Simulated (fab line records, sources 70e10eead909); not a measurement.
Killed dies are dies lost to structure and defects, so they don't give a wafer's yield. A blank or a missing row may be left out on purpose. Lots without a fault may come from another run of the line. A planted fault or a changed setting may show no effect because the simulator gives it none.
Chamber matching | flow nand_harc | NHARC_THIN_TSV_ETCHBACK_48 on rie_diel-13: 4 sister chambers
The step etches the open film in C4F8/Ar, target depth 1028.5 nm, time 405.17 s. 8 wafers are shown with their chamber, then 9 later ones without.

WAFERS WITH THEIR CHAMBER
wafer  | chamber | rf_vpp_V (V) | oes_product_au (a.u.)
L437.4 | 3       | 549          | 0.92
L437.5 | 1       | 549          | 0.92
L440.1 | 0       | 541          | 0.94
L440.3 | 2       | 542          | 0.94
L440.5 | 3       | 549          | 0.93
L443.3 | 1       | 549          | 0.99
L443.4 | 2       | 541          | 1.03
L443.6 | 0       | 544          | 0.99

WAFERS WITHOUT THEIR CHAMBER
wafer  | rf_vpp_V (V) | oes_product_au (a.u.)
L442.1 | 550          | 0.96
L442.3 | 550          | 0.97
L442.6 | 542          | 1.01
L451.1 | 547          | 1.00
L451.3 | 543          | 0.99
L451.4 | 549          | 0.99
L450.1 | 549          | 0.93
L450.3 | 543          | 0.93
L450.6 | 550          | 0.91

WHICH CHAMBER EACH WENT THROUGH
wafer  | from the rows above     | in truth
L442.1 | can't be placed: 1 or 3 | 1
L442.3 | can't be placed: 1 or 3 | 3
L442.6 | can't be placed: 2 or 0 | 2
L451.1 | can't be placed: 1 or 3 | 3
L451.3 | can't be placed: 0 or 2 | 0
L451.4 | can't be placed: 1 or 3 | 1
L450.1 | can't be placed: 3 or 1 | 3
L450.3 | can't be placed: 0 or 2 | 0
L450.6 | can't be placed: 3 or 1 | 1
Placed correctly: 0 of 9. Can't be placed from these rows: 9 (the true chamber is among the candidates in 9). Placed wrongly: 0.
How it was worked out, from the rows above alone: a wafer's distance from a chamber is the root of the sum, over the readings, of the square of ((its reading less the chamber's mean) divided by the reading's scatter). The wafer belongs to the nearest chamber; if the next one is less than 2 further off, it can't be placed. A chamber's mean is the mean of its shown wafers. The scatter: the root of (the sum of the squares of (reading less its chamber's mean) over the shown wafers, divided by (wafers less chambers)).
